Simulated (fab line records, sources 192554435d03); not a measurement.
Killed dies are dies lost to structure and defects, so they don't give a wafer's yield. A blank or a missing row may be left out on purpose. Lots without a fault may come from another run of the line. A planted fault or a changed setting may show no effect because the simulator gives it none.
fab line records | flow n5_finfet
record lots=7 wafers=21
route steps=1938 shown BEOL_M0_SAQP@640 BEOL_M1@751 BEOL_M2@858 BEOL_M3@935
start_h: hours from the record's first day to the start of the lot's first wafer shown | wait_h: hours since the lot's step before | " the same as in the row above | L1.1+2: a row that stands for several wafers | - no value, or no start given | * or withheld: withheld | < > ~ a bound
route shown NAME@n: a module of which the file shows steps, and the number in the route of the first | usual: mean/standard deviation of fault-free wafers | same: alike in all rows | chamber/n: place in a boat | sites: the reading at each site | _std_site: their standard deviation | _edge_site: outer sites' mean less inner sites' | radius_mm: how far each site lies from the wafer's centre | mask NAME#n: copy n | behind: the tool/chamber that last shaped the wafer | hold: why the lot was held/for how many hours/how that ended | device: the transistor (n, p or np) that didn't switch | end of line: the same wafers' tests at the end of the route | a step without rows: its recipe alone | killed: dies lost to structure and defects at the first sort, not the wafer's yield | map: a wafer's dies, x killed, . not, _ none there
set.NAME: the setting as run; set.NAME@STEP: as run at that earlier step | model.NAME: the simulator's own value behind a step, which no gauge read
lots whose settings were changed on purpose; a table a step, a row a wafer
## steps
# step N5_BEOL_M0_SAQP_HM_DEP_111
# recipe material=SiO2 target_thk_a=120 temp_c=400 precursor=SiH4/N2O pressure_torr=0.75 rf_w=275 time_s=7.2
# columns lot.wafer tool chamber start_h wait_h set.time_s model.SiO2_of_BEOL_M0_SAQP_HM_DEP_111.thk_nm
L075.2+4 pecvd-02 1,2 120.40 0.0 7.2 12.2
L075.6 " 0 " " 6.703 11.2
L085.2 pecvd-01 0 173.53 0.0 6.338 10.2
L085.3 " 1 " " 7.2 12.2
L085.5 " 0 " " 6.338 10.6
L087.1 pecvd-01 0 183.80 0.0 6.609 10.8
L087.2 " 2 " " 6.609 11.2
L087.3 " 1 " " 7.2 12
L092.2 pecvd-03 2 214.37 0.0 6.561 11
L092.5+6 " 2,0 " " 7.2 12
L093.1 pecvd-03 0 226.12 0.0 7.2 11.8
L093.4 " 2 " " 7.92 13.2
L093.6 " 1 " " 7.2 12
L094.2 pecvd-02 2 237.40 0.0 7.2 11.8
L094.4 " 2 " " 7.2 12
L094.6 " 1 " " 7.2 12.2
L097.1+2 pecvd-01 1,2 247.54 0.0 7.2 12.4
L097.4 " 1 " " 7.983 14
# step N5_BEOL_M0_SAQP_COAT_105
# recipe resist=SOC temp_c=250 time_s=60 spin_rpm=1500 resist_thk_nm=100
# columns lot.wafer tool chamber start_h wait_h set.spin_rpm model.SOC_of_BEOL_M0_SAQP_COAT_105.thk_nm
L075.2 litho_track-04 0 123.12 0.3 1500 100.4
L075.4 " 0 " " 1500 100
L075.6 " 0 " " 1500 100.2
L085.2+3 litho_track-03 0 176.29 0.3 1500 100
L085.5 " 0 " " 1500 100.2
L087.1 litho_track-02 0 187.50 0.3 1663 94.6
L087.2 " 0 " " 1500 100
L087.3 " 0 " " 1663 94.8
L092.2 litho_track-02 0 218.66 0.3 1500 100.2
L092.5+6 " 0 " " 1439 102.6
L093.1 litho_track-04 0 229.13 0.3 1500 100
L093.4 " 0 " " 1365 104.8
L093.6 " 0 " " 1500 100.2
L094.2+4 litho_track-02 0 240.55 0.3 1500 100
L094.6 " 0 " " 1500 99.6
L097.1 litho_track-02 0 250.15 0.3 1546 98.8
L097.2 " 0 " " 1546 98.6
L097.4 " 0 " " 1500 100.2
# step N5_BEOL_M1_ILD_DEP_00
# recipe material=SiOC target_thk_a=790 temp_c=350 precursor=DEMS/O2 pressure_torr=5 rf_w=500 time_s=15.3
# columns lot.wafer tool chamber start_h wait_h set.time_s model.SiOC_of_BEOL_M1_ILD_DEP_00.thk_nm
L075.2 pecvd-01 2 135.22 0.0 17.48 89.6
L075.4 " 0 " " 15.3 80
L075.6 " 2 " " 17.48 92
L085.2 pecvd-02 2 187.89 0.0 15.3 77.8
L085.3 " 0 " " 15.3 79.6
L085.5 " 2 " " 15.3 78.4
L087.1 pecvd-04 1 196.28 0.0 16.75 83.8
L087.2 " 2 " " 16.75 84.8
L087.3 " 0 " " 15.3 77.6
L092.2 pecvd-02 1 229.31 0.0 17.28 89.6
L092.5 " 0 " " 15.3 79.6
L092.6 " 1 " " 15.3 79.4
L093.1 pecvd-04 1 237.24 0.0 15.3 77.2
L093.4 " 0 " " 14.17 73.6
L093.6 " 1 " " 15.3 79.2
L094.2 pecvd-01 2 251.72 0.0 15.3 80
L094.4 " 0 " " 15.3 82
L094.6 " 2 " " 15.3 81.2
L097.1 pecvd-01 0 259.72 0.0 16.18 84.4
L097.2 " 2 " " 16.18 83.8
L097.4 " 1 " " 16.18 85.8
# step N5_BEOL_M1_THK_MEAS_01
# recipe reads=SiOC_of_BEOL_M1_ILD_DEP_00
# usual M1_ILD_THK=79.3/1.2
# columns lot.wafer tool chamber start_h wait_h set.time_s@BEOL_M1_ILD_DEP_00 M1_ILD_THK[nm]
L075.2 film_metro-02 - 135.29 0.1 17.48 89.6
L075.4 " - " " 15.3 80.0
L075.6 " - " " 17.48 92.1
L085.2 film_metro-02 - 187.96 0.1 15.3 77.8
L085.3 " - " " 15.3 79.6
L085.5 " - " " 15.3 78.3
L087.1 film_metro-02 - 196.35 0.0 16.75 83.9
L087.2 " - " " 16.75 84.9
L087.3 " - " " 15.3 77.7
L092.2 film_metro-01 - 229.39 0.1 17.28 89.6
L092.5 " - " " 15.3 79.5
L092.6 " - " " 15.3 79.4
L093.1 film_metro-01 - 237.31 0.0 15.3 77.3
L093.4 " - " " 14.17 73.6
L093.6 " - " " 15.3 79.3
L094.2 film_metro-02 - 251.79 0.1 15.3 80.0
L094.4 " - " " 15.3 81.9
L094.6 " - " " 15.3 81.2
L097.1 film_metro-01 - 259.79 0.0 16.18 84.5
L097.2 " - " " 16.18 83.9
L097.4 " - " " 16.18 85.8
# step N5_BEOL_M1_COAT_61
# recipe resist=SOC temp_c=250 time_s=60 spin_rpm=1500 resist_thk_nm=60
# columns lot.wafer tool chamber start_h wait_h set.spin_rpm model.SOC_of_BEOL_M1_COAT_61.thk_nm
L075.2 litho_track-05 0 137.89 0.1 1402 61.6
L075.4+6 " 0 " " 1500 59.8
L085.2 litho_track-02 0 190.56 0.1 1500 60.2
L085.3+5 " 0 " " 1380 62.6
L087.1+3 litho_track-02 0 197.23 0.1 1500 60
L087.2 " 0 " " 1500 59.8
L092.2+6 litho_track-03 0 231.97 0.1 1500 60.2
L092.5 " 0 " " 1500 60
L093.1 litho_track-03 0 238.53 0.1 1500 59.8
L093.4+6 " 0 " " 1500 59.6
L094.2+6 litho_track-05 0 252.08 0.1 1500 60.2
L094.4 " 0 " " 1500 60.4
L097.1 litho_track-03 0 260.06 0.1 1451 61.2
L097.2+4 " 0 " " 1500 60.2
# step N5_BEOL_M1_COAT_62
# recipe resist=SiARC temp_c=220 time_s=60 spin_rpm=1500 resist_thk_nm=12
# step N5_BEOL_M1_COAT_73
# recipe resist=underlayer temp_c=205 time_s=60 spin_rpm=1500 resist_thk_nm=5
# step N5_BEOL_M1_ETCH_74
# recipe chemistry=N2/H2 target=underlayer target_depth_a=65 mask_material=CAR-EUV time_s=5.2 ion_energy_ev=200 pressure_mtorr=30 source_w=840 bias_w=150 n2_flow_sccm=200 h2_flow_sccm=200 ends=cleared
# step N5_BEOL_M1_ETCH_63
# recipe chemistry=CF4 target=SiARC target_depth_a=156 mask_material=CAR-EUV time_s=26 ion_energy_ev=80 pressure_mtorr=40 source_w=545 bias_w=36 Ar_flow_sccm=100 cf4_flow_sccm=100 ends=cleared
# step N5_BEOL_M1_ETCH_64
# recipe chemistry=N2/H2 target=SOC target_depth_a=750 overetch_a=150 mask_material=SiARC temp_c=40 time_s=112.5 ion_energy_ev=200 pressure_mtorr=30 source_w=840 bias_w=150 n2_flow_sccm=200 h2_flow_sccm=200
# columns lot.wafer tool chamber start_h wait_h set.spin_rpm@BEOL_M1_COAT_61 model.etch.depth_nm
L075.2 rie_diel-03 3 138.95 0.0 1402 61.56
L075.4+6 " 3,1 " " 1500 59.82
L085.2 rie_diel-04 3 191.03 0.0 1500 60.24
L085.3 " 2 " " 1380 62.69
L085.5 " 3 " " 1380 62.68
L087.1 rie_diel-03 0 197.82 0.0 1500 60.06
L087.2 " 3 " " 1500 59.77
L087.3 " 2 " " 1500 59.93
L092.2 rie_diel-02 3 232.43 0.0 1500 60.19
L092.5 " 2 " " 1500 60.06
L092.6 " 1 " " 1500 60.13
L093.1 rie_diel-02 1 239.24 0.0 1500 59.78
L093.4 " 2 " " 1500 59.67
L093.6 " 2 " " 1500 59.66
L094.2 rie_diel-02 2 252.55 0.0 1500 60.24
L094.4 " 0 " " 1500 60.46
L094.6 " 2 " " 1500 60.21
L097.1 rie_diel-03 3 260.53 0.0 1451 61.17
L097.2 " 2 " " 1500 60.19
L097.4 " 1 " " 1500 60.11
# step N5_BEOL_M1_STRIP_65
# recipe chemistry=N2/H2 temp_c=40 n2_flow_sccm=200 h2_flow_sccm=200 rf_frequency_hz=6e+07
# step N5_BEOL_M1_STRIP_75
# recipe chemistry=N2/H2 temp_c=40 n2_flow_sccm=200 h2_flow_sccm=200 rf_frequency_hz=6e+07
# step N5_BEOL_M1_STRIP_66
# recipe chemistry=CF4 resist=SiARC power_w=300 bias_power_w=75 pressure_mtorr=50 cf4_flow_sccm=150 rf_frequency_hz=6e+07
# step N5_BEOL_M1_HM_OPEN_17
# recipe chemistry=Cl2/BCl3 target_depth_a=200 overetch_a=60 target=TiN mask_material=SOC ion_energy_ev=150 pressure_mtorr=10 icp_w=1000 bias_w=126 Cl2_flow_sccm=53.25 bcl3_flow_sccm=21.75 Ar_flow_sccm=25
# columns lot.wafer tool chamber start_h wait_h set.spin_rpm@BEOL_M1_COAT_61 model.SOC_of_BEOL_M1_COAT_61.thk_nm
L075.2 rie_metal-01 1 139.15 0.1 1402 54.2
L075.4+6 " 1 " " 1500 52.6
L085.2 rie_metal-02 0 191.19 0.0 1500 52
L085.3 " 0 " " 1380 54.4
L085.5 " 1 " " 1380 54.6
L087.1 rie_metal-01 0 197.99 0.0 1500 52.2
L087.2 " 1 " " 1500 52.4
L087.3 " 1 " " 1500 52.6
L092.2 rie_metal-02 1 232.60 0.0 1500 52.2
L092.5 " 1 " " 1500 52
L092.6 " 0 " " 1500 51.8
L093.1+4+6 rie_metal-01 0 239.41 0.0 1500 51.8
L094.2+6 rie_metal-01 0 252.71 0.0 1500 52.4
L094.4 " 0 " " 1500 52.6
L097.1 rie_metal-01 0 260.69 0.0 1451 53.4
L097.2+4 " 1 " " 1500 52.8
# step N5_BEOL_M1_ETCH_70
# recipe chemistry=N2/H2 target=SOC target_depth_a=800 overetch_a=160 mask_material=SiARC temp_c=40 time_s=120 ion_energy_ev=200 pressure_mtorr=30 source_w=840 bias_w=150 n2_flow_sccm=200 h2_flow_sccm=200
# columns lot.wafer tool chamber start_h wait_h set.time_s model.SiARC_of_BEOL_M1_COAT_68.thk_nm
L075.2 rie_diel-03 3 156.21 0.0 120 6.8
L075.4 " 2 " " 120 6.4
L075.6 " 3 " " 140.1 5.8
L085.2 rie_diel-02 0 198.98 0.0 120 6.2
L085.3 " 2 " " 110.3 6.8
L085.5 " 2 " " 110.3 7
L087.1 rie_diel-04 1 206.95 0.0 110.8 7
L087.2 " 3 " " 120 6.4
L087.3 " 0 " " 120 7
L092.2 rie_diel-03 2 238.85 0.0 129.5 6
L092.5 " 2 " " 120 6.4
L092.6 " 1 " " 129.5 5.8
L093.1 rie_diel-03 0 242.50 0.0 138.1 5.2
L093.4 " 1 " " 138.1 5.6
L093.6 " 0 " " 120 6.2
L094.2 rie_diel-02 1 264.90 0.0 120 6.2
L094.4 " 2 " " 120 6.6
L094.6 " 1 " " 120 6.4
L097.1 rie_diel-03 1 275.42 0.0 120 6.4
L097.2 " 0 " " 120 6.2
L097.4 " 2 " " 107.6 7
# step N5_BEOL_M2_ETCH_74
# recipe chemistry=N2/H2 target=underlayer target_depth_a=65 mask_material=CAR-EUV time_s=5.2 ion_energy_ev=200 pressure_mtorr=30 source_w=840 bias_w=150 n2_flow_sccm=200 h2_flow_sccm=200 ends=cleared
# usual rf_vpp_V=523.8/2.9
# columns lot.wafer tool chamber start_h wait_h set.source_w rf_vpp_V
L075.2 rie_diel-06 3 161.89 0.0 840 526.6
L075.4 " 0 " " 840 521.3
L075.6 " 3 " " 840 526.1
L085.2 rie_diel-06 3 207.94 0.0 840 527.5
L085.3 " 2 " " 840 521.5
L085.5 " 1 " " 840 521.6
L087.1 rie_diel-05 0 213.91 0.0 840 525.1
L087.2 " 1 " " 840 527.9
L087.3 " 2 " " 840 524.6
L092.2 rie_diel-05 2 244.25 0.0 973.3 501.8
L092.5 " 2 " " 840 525.2
L092.6 " 1 " " 840 526.7
L093.1 rie_diel-05 1 248.12 0.0 840 527.0
L093.4 " 3 " " 840 521.2
L093.6 " 0 " " 920.4 506.6
L094.2 rie_diel-01 1 274.49 0.0 840 518.4
L094.4 " 3 " " 840 526.8
L094.6 " 1 " " 840 518.6
L097.1 rie_diel-01 1 282.25 0.0 741.1 539.8
L097.2 " 3 " " 840 526.1
L097.4 " 2 " " 741.1 547.3
# step N5_BEOL_M2_COAT_67
# recipe resist=SOC temp_c=250 time_s=60 spin_rpm=1500 resist_thk_nm=60
# columns lot.wafer tool chamber start_h wait_h set.spin_rpm model.SOC_of_BEOL_M2_COAT_67.thk_nm
L075.2+4+6 litho_track-01 0 162.33 0.0 1500 60.2
L085.2 litho_track-02 0 208.37 0.0 1581 58.4
L085.3 " 0 " " 1581 58.6
L085.5 " 0 " " 1500 59.8
L087.1+2 litho_track-02 0 214.34 0.0 1500 60.2
L087.3 " 0 " " 1500 60
L092.2 litho_track-01 0 244.68 0.0 1595 58.4
L092.5 " 0 " " 1500 60.2
L092.6 " 0 " " 1500 60
L093.1+4 litho_track-04 0 248.57 0.0 1500 60.4
L093.6 " 0 " " 1500 60.6
L094.2+4 litho_track-01 0 275.07 0.0 1500 60.2
L094.6 " 0 " " 1500 60
L097.1 litho_track-02 0 282.73 0.0 1338 63.6
L097.2 " 0 " " 1500 60.2
L097.4 " 0 " " 1338 64
# step N5_BEOL_M2_COAT_68
# recipe resist=SiARC temp_c=220 time_s=60 spin_rpm=1500 resist_thk_nm=12
# step N5_BEOL_M2_COAT_76
# recipe resist=underlayer temp_c=205 time_s=60 spin_rpm=1500 resist_thk_nm=5
# step N5_BEOL_M2_ALD_98
# recipe material=SiO2 target_thk_a=25 temp_c=100 ald_precursor_family=BDEAS ald_co_reactant=O2-plasma pulse_time_s=1 co_reactant_pulse_time_s=1 purge_time_s=2 co_reactant_purge_time_s=2 ald_cycles=17 pressure_torr=2
# step N5_BEOL_M2_ETCHBACK_99
# recipe chemistry=CHF3 target=SiO2 target_depth_a=50 time_s=10.4 source_w=215 bias_w=47 Ar_flow_sccm=200 CHF3_flow_sccm=12 ion_energy_ev=100 pressure_mtorr=30
# step N5_BEOL_M2_ETCH_70
# recipe chemistry=N2/H2 target=SOC target_depth_a=800 overetch_a=240 mask_material=SiARC temp_c=40 time_s=130 ion_energy_ev=200 pressure_mtorr=30 source_w=840 bias_w=150 n2_flow_sccm=200 h2_flow_sccm=200
# columns lot.wafer tool chamber start_h wait_h set.spin_rpm@BEOL_M2_COAT_67 model.etch.depth_nm
L075.2+6 rie_diel-05 3,1 167.64 0.0 1500 60.21
L075.4 " 1 " " 1500 60.17
L085.2 rie_diel-01 0 216.79 0.0 1581 58.46
L085.3 " 1 " " 1581 58.63
L085.5 " 2 " " 1500 59.73
L087.1 rie_diel-06 0 221.07 0.0 1500 60.16
L087.2 " 3 " " 1500 60.21
L087.3 " 2 " " 1500 60.08
L092.2 rie_diel-01 3 255.32 0.0 1595 58.32
L092.5 " 3 " " 1500 60.25
L092.6 " 2 " " 1500 60.09
L093.1 rie_diel-01 0 256.27 0.0 1500 60.41
L093.4 " 1 " " 1500 60.5
L093.6 " 3 " " 1500 60.51
L097.1 rie_diel-01 2 284.49 0.0 1338 63.64
L097.2 " 3 " " 1500 60.17
L097.4 " 2 " " 1338 63.96
L094.2 rie_diel-06 3 284.53 0.0 1500 60.16
L094.4 " 1 " " 1500 60.29
L094.6 " 0 " " 1500 60
# step N5_BEOL_M2_STRIP_71
# recipe chemistry=N2/H2 temp_c=40 n2_flow_sccm=200 h2_flow_sccm=200 rf_frequency_hz=6e+07
# step N5_BEOL_M2_STRIP_78
# recipe chemistry=N2/H2 temp_c=40 n2_flow_sccm=200 h2_flow_sccm=200 rf_frequency_hz=6e+07
# step N5_BEOL_M2_VIA_ETCH_34
# recipe chemistry=C4F6/O2 target_depth_a=694 mask_material=SOC pressure_mtorr=15 ion_energy_ev=250 taper_deg=4 time_s=65.9 source_w=350 bias_w=170 Ar_flow_sccm=300 C4F6_flow_sccm=10 O2_flow_sccm=10
# columns lot.wafer tool chamber start_h wait_h set.spin_rpm@BEOL_M2_COAT_67 model.SOC_of_BEOL_M2_COAT_67.thk_nm
L075.2 rie_diel-05 3 167.75 0.0 1500 52.2
L075.4+6 " 1 " " 1500 51.8
L085.2 rie_diel-01 0 216.90 0.0 1581 50.2
L085.3 " 1 " " 1581 50.4
L085.5 " 2 " " 1500 51.4
L087.1 rie_diel-06 0 221.18 0.0 1500 51.8
L087.2 " 3 " " 1500 52.2
L087.3 " 2 " " 1500 51.6
L092.2 rie_diel-01 3 255.43 0.0 1595 50.2
L092.5 " 3 " " 1500 52.2
L092.6 " 2 " " 1500 51.6
L093.1+4 rie_diel-01 0,1 256.37 0.0 1500 52.2
L093.6 " 3 " " 1500 52.4
L097.1 rie_diel-01 2 284.60 0.0 1338 55.2
L097.2 " 3 " " 1500 52
L097.4 " 2 " " 1338 55.6
L094.2+4 rie_diel-06 3,1 284.64 0.0 1500 52.2
L094.6 " 0 " " 1500 51.6
# step N5_BEOL_M3_COAT_61
# recipe resist=SOC temp_c=250 time_s=60 spin_rpm=1500 resist_thk_nm=60
# columns lot.wafer tool chamber start_h wait_h set.spin_rpm model.SOC_of_BEOL_M3_COAT_61.thk_nm
L075.2 litho_track-05 0 175.90 0.1 1556 59.2
L075.4 " 0 " " 1556 59
L075.6 " 0 " " 1500 60
L085.2+3 litho_track-05 0 225.39 0.1 1360 63
L085.5 " 0 " " 1360 63.2
L087.1+2+3 litho_track-05 0 226.97 0.1 1628 57.8
L092.2 litho_track-05 0 264.69 0.1 1500 60
L092.5 " 0 " " 1500 60.2
L092.6 " 0 " " 1500 60.4
L093.1 litho_track-01 0 265.23 0.1 1500 60.2
L093.4 " 0 " " 1394 62.2
L093.6 " 0 " " 1394 62.4
L097.1+2+4 litho_track-05 0 291.83 0.1 1500 60.2
L094.2+4+6 litho_track-03 0 292.00 0.1 1500 60
## key
split step=N5_BEOL_M0_SAQP_HM_DEP_111 setting=time_s stated=7.2 by=wafer
response step=N5_BEOL_M0_SAQP_HM_DEP_111 reading=model.SiO2_of_BEOL_M0_SAQP_HM_DEP_111.thk_nm change=+0.137 per=1% r=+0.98
split step=N5_BEOL_M0_SAQP_COAT_105 setting=spin_rpm stated=1500 by=wafer
response step=N5_BEOL_M0_SAQP_COAT_105 reading=model.SOC_of_BEOL_M0_SAQP_COAT_105.thk_nm change=-0.508 per=1% r=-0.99
split step=N5_BEOL_M1_ILD_DEP_00 setting=time_s stated=15.3 by=wafer
response step=N5_BEOL_M1_ILD_DEP_00 reading=model.SiOC_of_BEOL_M1_ILD_DEP_00.thk_nm change=+0.742 per=1% r=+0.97
response step=N5_BEOL_M1_THK_MEAS_01 reading=M1_ILD_THK change=+0.745 per=1% r=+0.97
split step=N5_BEOL_M1_COAT_61 setting=spin_rpm stated=1500 by=wafer
response step=N5_BEOL_M1_COAT_61 reading=model.SOC_of_BEOL_M1_COAT_61.thk_nm change=-0.292 per=1% r=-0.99
response step=N5_BEOL_M1_ETCH_64 reading=model.etch.depth_nm change=-0.292 per=1% r=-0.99
response step=N5_BEOL_M1_HM_OPEN_17 reading=model.SOC_of_BEOL_M1_COAT_61.thk_nm change=-0.276 per=1% r=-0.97
split step=N5_BEOL_M1_ETCH_70 setting=time_s stated=120 by=wafer
response step=N5_BEOL_M1_ETCH_70 reading=model.SiARC_of_BEOL_M1_COAT_68.thk_nm change=-0.0557 per=1% r=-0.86
split step=N5_BEOL_M2_ETCH_74 setting=source_w stated=840 by=wafer
response step=N5_BEOL_M2_ETCH_74 reading=rf_vpp_V change=-1.57 per=1% r=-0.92
split step=N5_BEOL_M2_COAT_67 setting=spin_rpm stated=1500 by=wafer
response step=N5_BEOL_M2_COAT_67 reading=model.SOC_of_BEOL_M2_COAT_67.thk_nm change=-0.305 per=1% r=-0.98
response step=N5_BEOL_M2_ETCH_70 reading=model.etch.depth_nm change=-0.309 per=1% r=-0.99
response step=N5_BEOL_M2_VIA_ETCH_34 reading=model.SOC_of_BEOL_M2_COAT_67.thk_nm change=-0.287 per=1% r=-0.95
split step=N5_BEOL_M3_COAT_61 setting=spin_rpm stated=1500 by=wafer
response step=N5_BEOL_M3_COAT_61 reading=model.SOC_of_BEOL_M3_COAT_61.thk_nm change=-0.285 per=1% r=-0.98
